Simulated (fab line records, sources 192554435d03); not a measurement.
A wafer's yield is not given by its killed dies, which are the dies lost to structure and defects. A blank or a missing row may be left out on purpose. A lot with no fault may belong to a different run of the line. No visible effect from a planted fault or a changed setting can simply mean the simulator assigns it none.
fab line records	flow n5_finfet
record lots=10	wafers=30	last_day=18
route steps=1938 shown BEOL_M1@814 BEOL_M15@1787 PASSIVATION@1936
lots that met no fault: taken from a fault-free run of the same line
start_h: start of the lot's first displayed wafer, in hours after the record's first day	wait_h: time in hours since the lot's previous step	" as in the row above	L1.1+2: one row covering several wafers at once	- no value, or no start given	* or withheld: withheld	< > ~ a bound
route shown NAME@n: names a module that has steps shown in the file, with the first one's number in the route	usual: mean and standard deviation over wafers with no fault	same: alike in all rows	chamber/n: place in a boat	sites: per-site readings	_std_site: their standard deviation	_edge_site: mean of outer sites minus mean of inner sites	radius_mm: for every site, how far away it sits from the centre of the wafer	mask NAME#n: copy n	behind: the tool/chamber that last shaped the wafer	hold: the reason the lot was held/the length of the hold in hours/how it ended	device: the transistor (n, p or np) that didn't switch	end of line: tests run on the same wafers once the route is complete	a step given without rows: its recipe and nothing more	killed: at the first sort, the dies lost to defects and structure; wafer yield is something else	map: per-die view of a wafer (x killed, . not killed, _ where there is no die)
set.NAME: the setting as run; set.NAME@STEP: as run at that earlier step	model.NAME: the simulator's own value behind a step, which no gauge read
a sample of lots followed through the steps of the route, with each step as a table and each wafer as a row
services: the hour from which a tool's chamber was out of use, counted from the record's first day as start_h (under 0 if before that day), plus the number of hours and why
## steps
# step N5_BEOL_M1_SPUTTER_48
# recipe material=Cu	target_thk_a=45	temp_c=-20	chamber_pressure_pa=0.07	power_w=withheld	time_s=8.29
# usual substrate_temp_c=-20.00/0.11	throttle_valve_pct=30.2/1.3
lot.wafer	tool	chamber	start_h	wait_h	substrate_temp_c	throttle_valve_pct
L146.1	pvd_sputter-02	-	141.53	0.1	-20.00	30.8
L146.4	"	-	"	"	-20.14	31.2
L146.6	"	-	"	"	-20.10	31.6
L148.1	pvd_sputter-02	-	153.31	0.1	-20.05	31.2
L148.3	"	-	"	"	-19.85	30.2
L148.5	"	-	"	"	-20.00	31.5
L150.1	pvd_sputter-02	-	171.62	0.2	-20.07	29.7
L150.2	"	-	"	"	-19.92	28.1
L150.3	"	-	"	"	-20.14	31.3
L152.1	pvd_sputter-03	-	200.42	0.1	-19.86	29.6
L152.2	"	-	"	"	-20.15	32.5
L152.4	"	-	"	"	-19.98	28.4
L153.1	pvd_sputter-02	-	205.35	0.1	-20.00	31.3
L153.3	"	-	"	"	-20.02	27.9
L153.6	"	-	"	"	-19.81	31.3
L157.1	pvd_sputter-02	-	211.59	0.1	-20.03	27.6
L157.2	"	-	"	"	-20.18	29.8
L157.5	"	-	"	"	-19.79	28.1
L156.2	pvd_sputter-02	-	213.43	0.1	-19.88	30.0
L156.4	"	-	"	"	-20.19	31.3
L156.6	"	-	"	"	-20.17	27.9
L158.1	pvd_sputter-02	-	219.36	0.1	-20.03	30.9
L158.5	"	-	"	"	-19.90	27.8
L158.6	"	-	"	"	-20.17	30.1
L161.1	pvd_sputter-02	-	234.58	1.7	-20.04	30.9
L161.2	"	-	"	"	-20.13	27.8
L161.5	"	-	"	"	-20.01	31.3
L166.1	pvd_sputter-03	-	270.36	0.1	-20.01	32.4
L166.4	"	-	"	"	-19.87	29.9
L166.5	"	-	"	"	-20.05	29.6
# step N5_BEOL_M15_ETCH_59
# recipe chemistry=N2/H2	target=BARC	target_depth_a=890	overetch_a=267	time_s=67.9	ion_energy_ev=200	pressure_mtorr=30	source_w=840	bias_w=150	n2_flow_sccm=200	h2_flow_sccm=200
# usual drypump_motor_current_A=5.6/0.48	oes_product_au=0.67/0.072	rf_vpp_V=525.9/2.1	showerhead_plenum_p_Torr=2.62/0.078	throttle_valve_pct=17.99/0.3
lot.wafer	tool	chamber	start_h	wait_h	drypump_motor_current_A	oes_product_au	rf_hours_counter_h	rf_vpp_V	showerhead_plenum_p_Torr	throttle_valve_pct
L146.1	rie_diel-02	1	261.19	0.0	5.6	0.80	23	528.3	2.71	18.27
L146.4	"	3	"	"	5.5	0.62	174	526.0	2.64	18.09
L146.6	"	1	"	"	5.6	0.80	-	529.0	2.71	18.25
L148.1	rie_diel-02	2	275.19	0.0	5.0	0.77	29	527.1	2.70	17.41
L148.3	"	3	"	"	5.5	0.62	178	525.6	2.64	18.13
L148.5	"	3	"	"	5.5	0.63	-	525.8	2.64	18.12
L150.1	rie_diel-02	0	291.92	0.0	5.2	0.61	188	528.0	2.62	18.14
L150.2	"	3	"	"	5.5	0.63	183	526.4	2.64	18.11
L150.3	"	2	"	"	5.0	0.76	33	528.7	2.69	17.44
L152.1	rie_diel-05	2	311.71	0.0	5.0	0.60	231	524.9	2.63	18.64
L152.2	"	1	"	"	5.7	0.70	86	523.2	2.56	17.99
L152.4	"	2	"	"	5.0	0.60	-	527.4	2.63	18.65
L153.1	rie_diel-02	2	326.32	0.0	5.0	0.76	42	527.1	2.69	17.47
L153.3	"	1	"	"	5.6	0.76	41	528.3	2.71	18.30
L153.6	"	0	"	"	5.2	0.61	-	526.7	2.61	18.16
L157.1	rie_diel-02	3	331.77	0.0	5.5	0.61	194	526.4	2.63	18.16
L157.2	"	1	"	"	5.6	0.76	43	528.0	2.71	18.29
L157.5	"	1	"	"	5.6	0.77	-	527.3	2.70	18.30
L156.2	rie_diel-05	2	332.21	0.0	5.0	0.59	240	526.2	2.63	18.65
L156.4	"	2	"	"	5.0	0.59	-	525.5	2.63	18.66
L156.6	"	3	"	"	5.6	0.59	-	526.3	2.64	17.87
L158.1	rie_diel-05	1	341.60	0.0	5.7	0.69	99	524.9	2.56	18.00
L158.5	"	1	"	"	5.7	0.69	-	525.5	2.56	18.00
L158.6	"	0	"	"	6.2	0.81	-	528.4	2.71	17.74
L161.1	rie_diel-02	3	370.49	0.0	5.5	0.60	205	526.4	2.63	18.16
L161.2	"	0	"	"	5.2	0.60	211	527.0	2.61	18.18
L161.5	"	0	"	"	5.2	0.60	-	524.9	2.61	18.20
L166.1	rie_diel-02	2	396.29	0.0	5.0	0.73	62	528.6	2.68	17.49
L166.4	"	1	"	"	5.6	0.74	62	527.0	2.70	18.34
L166.5	"	3	"	"	5.5	0.60	-	526.4	2.62	18.19
# step N5_BEOL_M15_TRENCH_ETCH_34
# recipe chemistry=C4F8/O2/Ar	target=SiO2	target_depth_a=8729.3	he_inner_torr=15	he_outer_torr=30	time_s=199	ion_energy_ev=800	pressure_mtorr=20	source_w=1905	bias_w=2040	Ar_flow_sccm=400	C4F8_flow_sccm=16	O2_flow_sccm=12
# usual drypump_motor_current_A=5.6/0.49	he_outer_torr=30.00/0.058	oes_product_au=0.79/0.094	rf_vpp_V=2238/32	showerhead_plenum_p_Torr=3.53/0.11	throttle_valve_pct=30.95/0.27
lot.wafer	tool	chamber	start_h	wait_h	drypump_motor_current_A	he_outer_torr	oes_product_au	rf_hours_counter_h	rf_vpp_V	showerhead_plenum_p_Torr	throttle_valve_pct
L146.1	rie_diel-05	2	262.89	0.0	5.0	29.86	0.70	215	2226	3.55	31.55
L146.4	"	1	"	"	5.7	30.08	0.83	71	2260	3.45	30.84
L146.6	"	2	"	"	5.0	30.03	0.71	-	2224	3.55	31.57
L148.1	rie_diel-06	2	276.83	0.0	5.9	29.93	0.91	15	2187	3.35	30.69
L148.3	"	3	"	"	6.4	29.95	0.70	185	2271	3.54	30.64
L148.5	"	0	"	"	5.2	29.95	0.72	-	2222	3.28	30.83
L150.1	rie_diel-02	3	293.56	0.0	5.5	29.98	0.72	183	2219	3.55	31.12
L150.2	"	0	"	"	5.2	29.92	0.71	189	2195	3.53	31.09
L150.3	"	2	"	"	5.0	29.99	0.89	34	2294	3.67	30.84
L152.1	rie_diel-06	2	313.23	0.0	5.9	30.08	0.89	24	2187	3.35	30.72
L152.2	"	1	"	"	6.6	29.97	0.81	76	2234	3.59	30.45
L152.4	"	0	"	"	5.1	29.97	0.70	195	2221	3.27	30.87
L153.1	rie_diel-06	1	328.06	0.0	6.6	30.01	0.82	78	2232	3.59	30.45
L153.3	"	0	"	"	5.1	30.05	0.71	199	2220	3.27	30.89
L153.6	"	3	"	"	6.5	30.06	0.71	-	2272	3.53	30.68
L157.1	rie_diel-05	3	333.36	0.0	5.6	29.95	0.69	214	2241	3.55	30.80
L157.2	"	2	"	"	5.0	29.95	0.70	241	2224	3.54	31.60
L157.5	"	1	"	"	5.7	30.07	0.81	-	2258	3.44	30.88
L156.2	rie_diel-02	1	333.95	0.0	5.6	29.97	0.89	44	2234	3.60	31.16
L156.4	"	0	"	"	5.1	30.01	0.70	202	2195	3.52	31.12
L156.6	"	0	"	"	5.2	30.02	0.69	-	2194	3.52	31.09
L158.1	rie_diel-05	1	343.11	0.0	5.7	29.86	0.78	99	2258	3.44	30.83
L158.5	"	0	"	"	6.2	30.04	0.96	-	2265	3.63	30.71
L158.6	"	1	"	"	5.7	30.02	0.80	-	2259	3.44	30.87
L161.1	rie_diel-05	1	372.18	0.0	5.7	29.97	0.78	109	2258	3.43	30.87
L161.2	"	0	"	"	6.2	30.10	0.93	12	2264	3.62	30.71
L161.5	"	1	"	"	5.7	29.97	0.78	-	2257	3.43	30.88
L166.1	rie_diel-02	0	398.24	0.0	5.2	30.03	0.69	221	2193	3.51	31.11
L166.4	"	1	"	"	5.7	30.02	0.87	63	2232	3.58	31.20
L166.5	"	2	"	"	5.0	29.96	0.84	-	2293	3.65	30.88
# step N5_BEOL_M15_CMP_49
# recipe stop_on=SiO2	t_overpolish_s=4.9	down_force_psi=2	platen_rpm=80	clearing_platen_down_force_psi=2	clearing_platen_rpm=80	post_cmp_clean=cu_alkaline	target_thk_nm=850	clearing_platen_pad_velocity_m_s=1.5917	pad_velocity_m_s=1.5917
# usual barrier_field_endpoint_s=11.42/0.29	motor_current_A=8.0/0.68	overpolish_run_s=4.900/0.0087
lot.wafer	tool	chamber	start_h	wait_h	barrier_field_endpoint_s	motor_current_A	overpolish_run_s
L146.4	cmp-04	1	269.97	0.1	11.38	8.7	4.902
L146.1	"	3	"	"	11.04	7.2	4.889
L146.6	"	2	"	"	10.89	7.6	4.912
L148.1	cmp-03	0	279.85	0.3	11.60	7.3	4.900
L148.3	"	2	"	"	11.72	8.4	4.897
L148.5	"	0	"	"	11.81	7.3	4.902
L150.2	cmp-03	0	299.76	0.2	11.30	7.2	4.904
L150.3	"	1	"	"	11.01	8.4	4.905
L150.1	"	3	"	"	11.65	7.8	4.879
L152.1	cmp-01	0	315.51	0.5	11.46	7.1	4.885
L152.4	"	1	"	"	11.53	7.7	4.907
L152.2	"	2	"	"	11.76	7.3	4.896
L153.1	cmp-03	1	329.91	0.3	11.28	8.8	4.916
L153.3	"	3	"	"	11.42	8.2	4.895
L153.6	"	0	"	"	11.56	7.3	4.903
L157.2	cmp-03	2	334.96	0.2	11.87	8.6	4.902
L157.1	"	0	"	"	11.82	7.5	4.896
L157.5	"	2	"	"	11.79	8.5	4.904
L156.2	cmp-03	1	338.37	0.2	10.97	9.6	4.891
L156.4	"	2	"	"	11.22	8.8	4.909
L156.6	"	1	"	"	11.51	8.4	4.897
L158.1	cmp-04	3	346.12	0.5	11.78	7.7	4.903
L158.6	"	2	"	"	11.66	7.3	4.910
L158.5	"	3	"	"	11.49	7.3	4.897
L161.1	cmp-04	1	374.41	0.3	11.40	8.8	4.895
L161.2	"	2	"	"	11.13	7.8	4.904
L161.5	"	1	"	"	11.51	9.0	4.889
L166.1	cmp-04	0	400.59	0.3	11.43	7.7	4.889
L166.4	"	2	"	"	11.18	7.3	4.910
L166.5	"	1	"	"	11.76	9.0	4.889
# step N5_PASSIVATION_PROBE_49
# usual defect_limited_yield=91.4/1.4	killed_at_M0_to_M3=31/10	killed_at_M4_up=14/5.6	killed_at_contacts=13/6.3	killed_at_front_end=39/10	killed_at_other=4/3.1	killed_dies=101/16	killed_on_rim=13/3.9	killed_open=65/13	killed_short=34/7.2	sort_bin_4_leakage=0.00/0.007	sort_bin_5_function=5.1/0.88	sort_bin_6_memory=3.2/0.66	sort_bin_8_speed=0.00/0.007	sort_n_pass=1079/16	sort_yield_pct=91.4/1.4
# same gross_dies=1180	killed_at_back_side=0
lot.wafer	tool	chamber	start_h	wait_h	defect_limited_yield[%]	killed_at_M0_to_M3	killed_at_M4_up	killed_at_contacts	killed_at_front_end	killed_at_other	killed_dies	killed_on_rim	killed_open	killed_short	sort_bin_4_leakage[%]	sort_bin_5_function[%]	sort_bin_6_memory[%]	sort_bin_8_speed[%]	sort_n_pass	sort_yield_pct[%]
L146.1	prober-01	-	284.85	0.0	89.1	17	19	5	83	5	129	21	80	42	0	5.7	4.2	0	1051	89.1
L146.4	prober-01	-	285.00	0.2	86.8	47	22	27	56	4	156	10	113	42	0	7.9	4.7	0	1024	86.8
L146.6	prober-01	-	285.10	0.3	91.5	17	16	18	46	3	100	16	69	28	0	4.6	3.3	0	1080	91.5
L150.1	prober-01	-	316.07	0.0	90.8	45	9	22	29	3	108	13	71	37	0	5.6	3.1	0	1072	90.8
L150.3	prober-01	-	316.17	0.1	93.1	31	3	5	37	5	81	12	46	35	0	4.2	2.6	0	1099	93.1
L152.1	prober-02	-	332.68	0.1	90.6	58	4	8	38	3	111	17	66	44	0	5.3	3.7	0	1069	90.6
L152.2	prober-02	-	332.73	0.1	92.7	34	9	5	37	1	86	9	50	34	0	4.1	2.9	0	1094	92.7
L152.4	prober-02	-	332.83	0.2	93.1	33	10	12	24	2	81	15	46	34	0	4.2	2.5	0	1099	93.1
L153.1	prober-01	-	344.96	0.0	92.5	33	14	16	24	2	89	10	61	28	0	3.9	3.2	0	1091	92.5
L153.3	prober-01	-	345.06	0.1	93.0	21	17	8	36	1	83	5	65	18	0	4.3	2.6	0	1097	93.0
L153.6	prober-01	-	345.21	0.3	92.8	28	20	11	26	0	85	14	57	28	0	4.7	2.3	0	1095	92.8
L157.1	prober-02	-	351.01	0.0	89.2	43	13	23	44	5	128	21	93	33	0	6.1	4.6	0	1052	89.2
L157.2	prober-02	-	351.06	0.1	91.8	22	16	21	34	4	97	5	60	37	0	4.0	3.6	0	1083	91.8
L157.5	prober-02	-	351.21	0.2	89.9	16	22	24	51	6	119	14	67	50	0	6.4	3.0	0	1061	89.9
L156.2	prober-02	-	356.06	0.1	88.0	49	17	10	55	11	142	13	93	46	0	6.9	4.7	0	1038	88.0
L156.4	prober-02	-	356.16	0.2	92.2	21	13	11	36	11	92	14	53	36	0	4.8	2.5	0	1088	92.2
L156.6	prober-02	-	356.26	0.3	90.1	32	18	8	51	8	117	14	79	34	0	5.4	4.1	0	1063	90.1
L158.1	prober-01	-	362.12	0.0	89.2	55	21	15	35	1	127	30	56	33	0	6.2	3.6	0	1053	89.2
L158.5	prober-01	-	362.32	0.2	86.5	99	15	13	29	3	159	24	61	26	0	8.0	3.1	0	1021	86.5
L158.6	prober-01	-	362.37	0.3	82.5	142	18	13	34	0	207	10	60	24	0	11.6	4.1	0	973	82.5
L161.1	prober-02	-	391.78	0.0	89.1	71	17	2	36	3	129	29	66	26	0	7.1	2.7	0	1051	89.1
L161.2	prober-02	-	391.83	0.1	86.2	92	9	8	51	3	163	25	58	35	0	8.6	3.6	0	1017	86.2
L161.5	prober-02	-	391.98	0.2	91.3	68	8	8	18	1	103	23	41	22	0	4.7	2.8	0.08	1076	91.2
L166.1	prober-02	-	436.37	0.0	92.4	27	6	5	49	3	90	14	56	34	0	4.4	2.9	0	1090	92.4
L166.4	prober-02	-	436.52	0.2	91.9	26	10	8	49	2	95	12	67	28	0	4.2	3.7	0	1085	91.9
L166.5	prober-02	-	436.57	0.2	93.3	32	9	2	35	1	79	3	57	22	0	4.1	2.3	0	1101	93.3
# killed by level:class
L146.1 FIN_SAQP:geometric_particle:open=27 STI_FIN_REVEAL:geometric_particle:open=21 FIN_SAQP:geometric_particle:short=15 BEOL_M0_SAQP:geometric_particle:short=7 BEOL_M4:geometric_particle:open=7 BEOL_M4:geometric_particle:short=4 HKMG_FIN:area_etch=4 MOL_CONTACT_COAG:geometric_particle:open=3
L146.4 STI_FIN_REVEAL:geometric_particle:open=34 MOL_CONTACT_COAG:geometric_particle:open=19 BEOL_M1:geometric_particle:open=10 MOL_CONTACT_COAG:geometric_particle:short=8 BEOL_M0_SAQP:geometric_particle:open=7 BEOL_M1:geometric_particle:short=7 FIN_SAQP:geometric_particle:open=6 STI_FIN_REVEAL:geometric_particle:short=6
L146.6 FIN_SAQP:geometric_particle:open=13 MOL_CONTACT_COAG:geometric_particle:open=13 STI_FIN_REVEAL:geometric_particle:open=10 BEOL_M3:geometric_particle:open=8 MOL_CONTACT_COAG:geometric_particle:short=5 GATE_CUT:geometric_particle:short=4 BEOL_M4:geometric_particle:open=4 FIN_SAQP:geometric_particle:short=3
L150.1 MOL_CONTACT_COAG:geometric_particle:open=16 BEOL_M1:geometric_particle:open=10 BEOL_M0_SAQP:geometric_particle:short=8 BEOL_M3:geometric_particle:open=8 STI_FIN_REVEAL:geometric_particle:open=7 BEOL_M0_SAQP:geometric_particle:open=7 MOL_CONTACT_COAG:geometric_particle:short=6 GATE_CUT:geometric_particle:short=5
L150.3 BEOL_M0_SAQP:geometric_particle:open=9 STI_FIN_REVEAL:geometric_particle:short=8 STI_FIN_REVEAL:geometric_particle:open=8 BEOL_M0_SAQP:geometric_particle:short=6 BEOL_M3:geometric_particle:open=6 GATE_CUT:geometric_particle:short=5 BEOL_M1:geometric_particle:open=5 FIN_SAQP:geometric_particle:open=3
L152.1 BEOL_M0_SAQP:geometric_particle:short=26 BEOL_M0_SAQP:geometric_particle:open=22 FIN_SAQP:geometric_particle:short=7 FIN_SAQP:geometric_particle:open=7 MOL_CONTACT_COAG:geometric_particle:open=7 STI_FIN_REVEAL:geometric_particle:open=6 DUMMY_GATE:geometric_particle:open=6 DUMMY_GATE:geometric_particle:short=3
L152.2 BEOL_M0_SAQP:geometric_particle:short=13 BEOL_M0_SAQP:geometric_particle:open=10 FIN_SAQP:geometric_particle:open=8 DUMMY_GATE:geometric_particle:open=8 FIN_SAQP:geometric_particle:short=7 MOL_CONTACT_COAG:geometric_particle:open=5 BEOL_M3:geometric_particle:open=5 BEOL_M1:geometric_particle:open=4
L152.4 BEOL_M0_SAQP:geometric_particle:short=13 MOL_CONTACT_COAG:geometric_particle:open=9 BEOL_M2:geometric_particle:open=7 FIN_SAQP:geometric_particle:short=4 DUMMY_GATE:geometric_particle:open=4 BEOL_M0_SAQP:geometric_particle:open=4 GATE_CUT:geometric_particle:short=3 MOL_CONTACT_COAG:geometric_particle:short=3
L153.1 MOL_CONTACT_COAG:geometric_particle:open=13 BEOL_M3:geometric_particle:open=7 FIN_SAQP:geometric_particle:open=6 BEOL_M4:geometric_particle:open=6 BEOL_M1:geometric_particle:open=6 BEOL_M2:geometric_particle:open=5 STI_FIN_REVEAL:geometric_particle:open=4 BEOL_M0_SAQP:geometric_particle:open=4
L153.3 STI_FIN_REVEAL:geometric_particle:open=14 MOL_CONTACT_COAG:geometric_particle:open=8 BEOL_M2:geometric_particle:open=7 BEOL_M4:geometric_particle:open=7 FIN_SAQP:geometric_particle:open=5 BEOL_M0_SAQP:geometric_particle:open=4 STARTING-WAFER:geometric_particle:open=4 FIN_SAQP:geometric_particle:short=3
L153.6 BEOL_M4:geometric_particle:open=11 MOL_CONTACT_COAG:geometric_particle:open=8 BEOL_M0_SAQP:geometric_particle:short=8 STI_FIN_REVEAL:geometric_particle:open=7 DUMMY_GATE:geometric_particle:open=4 BEOL_M0_SAQP:geometric_particle:open=4 BEOL_M1:geometric_particle:open=4 BEOL_M3:geometric_particle:open=4
L157.1 MOL_CONTACT_COAG:geometric_particle:open=19 STI_FIN_REVEAL:geometric_particle:open=14 BEOL_M2:geometric_particle:open=10 BEOL_M1:geometric_particle:open=9 BEOL_M0_SAQP:geometric_particle:short=7 FIN_SAQP:geometric_particle:open=6 BEOL_M0_SAQP:geometric_particle:open=6 BEOL_M4:geometric_particle:open=5
L157.2 MOL_CONTACT_COAG:geometric_particle:open=14 BEOL_M5:geometric_particle:open=8 GATE_CUT:geometric_particle:short=7 MOL_CONTACT_COAG:geometric_particle:short=7 STI_FIN_REVEAL:geometric_particle:open=6 BEOL_M3:geometric_particle:open=6 STARTING-WAFER:geometric_particle:open=6 BEOL_M1:geometric_particle:open=4
L157.5 MOL_CONTACT_COAG:geometric_particle:open=17 FIN_SAQP:geometric_particle:short=11 GATE_CUT:geometric_particle:short=10 BEOL_M4:geometric_particle:open=10 STI_FIN_REVEAL:geometric_particle:open=7 MOL_CONTACT_COAG:geometric_particle:short=7 BEOL_M5:geometric_particle:open=5 STI_FIN_REVEAL:geometric_particle:short=4
L156.2 BEOL_M0_SAQP:geometric_particle:short=16 BEOL_M0_SAQP:geometric_particle:open=14 DUMMY_GATE:geometric_particle:open=11 STI_FIN_REVEAL:geometric_particle:open=9 BEOL_M4:geometric_particle:open=9 MOL_CONTACT_COAG:geometric_particle:open=8 GATE_CUT:geometric_particle:short=7 BEOL_M2:geometric_particle:open=6
L156.4 MOL_CONTACT_COAG:geometric_particle:open=9 BEOL_M0_SAQP:geometric_particle:short=7 FIN_SAQP:geometric_particle:short=6 FIN_SAQP:geometric_particle:open=5 DUMMY_GATE:geometric_particle:short=5 DUMMY_GATE:geometric_particle:open=5 BEOL_M2:geometric_particle:open=5 BEOL_M4:geometric_particle:open=5
L156.6 FIN_SAQP:geometric_particle:open=13 BEOL_M0_SAQP:geometric_particle:open=12 GATE_CUT:geometric_particle:open=9 BEOL_M0_SAQP:geometric_particle:short=7 STI_FIN_REVEAL:geometric_particle:open=6 DUMMY_GATE:geometric_particle:open=6 MOL_CONTACT_COAG:geometric_particle:open=5 MIM_BOT:geometric_particle:open=4
L158.1 BEOL_M1:unspecified=34 MOL_CONTACT_COAG:geometric_particle:open=10 BEOL_M4:geometric_particle:open=8 DUMMY_GATE:geometric_particle:short=6 DUMMY_GATE:geometric_particle:open=6 GATE_CUT:geometric_particle:short=6 BEOL_M0_SAQP:geometric_particle:open=6 MOL_CONTACT_COAG:geometric_particle:short=5
L158.5 BEOL_M1:unspecified=71 MOL_CONTACT_COAG:geometric_particle:open=10 FIN_SAQP:geometric_particle:open=8 BEOL_M0_SAQP:geometric_particle:open=7 BEOL_M0_SAQP:geometric_particle:short=6 BEOL_M1:geometric_particle:open=6 BEOL_M5:geometric_particle:open=5 STI_FIN_REVEAL:geometric_particle:open=4
L158.6 BEOL_M1:unspecified=121 BEOL_M4:geometric_particle:open=10 MOL_CONTACT_COAG:geometric_particle:open=9 FIN_SAQP:geometric_particle:open=8 DUMMY_GATE:geometric_particle:open=6 BEOL_M3:geometric_particle:short=6 BEOL_M3:geometric_particle:open=5 STARTING-WAFER:geometric_particle:open=5
L161.1 BEOL_M1:unspecified=34 BEOL_M4:geometric_particle:open=11 FIN_SAQP:geometric_particle:open=10 BEOL_M3:geometric_particle:open=9 BEOL_M0_SAQP:geometric_particle:short=7 BEOL_M0_SAQP:geometric_particle:open=7 FIN_SAQP:geometric_particle:short=6 STI_FIN_REVEAL:geometric_particle:open=6
L161.2 BEOL_M1:unspecified=70 FIN_SAQP:geometric_particle:open=16 FIN_SAQP:geometric_particle:short=12 MOL_CONTACT_COAG:geometric_particle:open=7 STI_FIN_REVEAL:geometric_particle:open=6 BEOL_M0_SAQP:geometric_particle:open=5 BEOL_M1:geometric_particle:open=5 BEOL_M2:geometric_particle:open=5
L161.5 BEOL_M1:unspecified=39 BEOL_M0_SAQP:geometric_particle:short=9 MOL_CONTACT_COAG:geometric_particle:open=8 BEOL_M2:geometric_particle:open=6 BEOL_M0_SAQP:geometric_particle:open=5 FIN_SAQP:geometric_particle:short=4 BEOL_M4:geometric_particle:short=4 BEOL_M3:geometric_particle:open=4
L166.1 FIN_SAQP:geometric_particle:short=13 BEOL_M3:geometric_particle:open=10 STI_FIN_REVEAL:geometric_particle:open=9 FIN_SAQP:geometric_particle:open=7 DUMMY_GATE:geometric_particle:open=5 MOL_CONTACT_COAG:geometric_particle:open=5 BEOL_M2:geometric_particle:open=4 DUMMY_GATE:geometric_particle:short=3
L166.4 FIN_SAQP:geometric_particle:open=16 FIN_SAQP:geometric_particle:short=10 BEOL_M2:geometric_particle:open=9 STI_FIN_REVEAL:geometric_particle:open=8 MOL_CONTACT_COAG:geometric_particle:open=7 BEOL_M3:geometric_particle:open=6 BEOL_M0_SAQP:geometric_particle:open=3 BEOL_M0:geometric_particle:open=3
L166.5 FIN_SAQP:geometric_particle:open=18 BEOL_M3:geometric_particle:open=12 FIN_SAQP:geometric_particle:short=9 BEOL_M1:geometric_particle:open=5 BEOL_M2:geometric_particle:open=4 BEOL_M0_SAQP:geometric_particle:open=3 BEOL_M3:geometric_particle:short=3 BEOL_M10:geometric_particle:open=3
## services
tool	chamber	start_h	hours	kind
rie_diel-02	2	118.32	7.8	repair
cmp-03	-	134.93	0.7	repair
rie_diel-02	3	144.57	4.2	repair
rie_diel-02	-	154.97	0.8	repair
rie_diel-05	0	160.21	8.9	repair
cmp-04	-	206.72	4.0	pm
rie_diel-02	2	209.65	5.9	repair
cmp-04	-	211.32	2.4	repair
cmp-03	-	218.25	0.6	repair
cmp-04	-	220.99	1.0	repair
cmp-03	-	235.84	10.2	pm
cmp-04	-	253.81	7.0	pm
cmp-03	-	261.17	4.2	repair
cmp-04	-	297.49	1.3	repair
rie_diel-05	0	302.92	10.6	repair
cmp-03	-	318.55	6.7	pm
cmp-04	-	330.03	0.5	repair
rie_diel-02	2	330.09	1.6	repair
cmp-03	-	342.58	4.0	pm
rie_diel-05	2	353.39	15.3	repair
cmp-03	-	376.84	1.3	repair
cmp-03	-	381.34	2.6	repair
rie_diel-05	-	381.65	2.8	pm
rie_diel-05	-	392.36	1.5	repair
## key
first_sign step=N5_PASSIVATION_PROBE_49	reading=killed_at_M0_to_M3	direction=up	sigmas=5.5	usual=31	struck=88
effect step=N5_PASSIVATION_PROBE_49	reading=defect_limited_yield	direction=down	sigmas=2.9	usual=91.4	struck=87.5
more_kills_born_at N5_BEOL_M1_SPUTTER_48@pvd_sputter-02=369
met_at N5_BEOL_M1_SPUTTER_48
struck_lots L158,L161
not_acting_at N5_BEOL_M15_ETCH_59,N5_BEOL_M15_TRENCH_ETCH_34,N5_BEOL_M15_CMP_49
onset_between 213.43 219.36
fault kind=chamber_particle_source	tool=pvd_sputter-02	chamber=-	onset_h=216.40	steps=N5_BEOL_M1_SPUTTER_48	rate_per_visit_cm2=0.67915	end_h=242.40
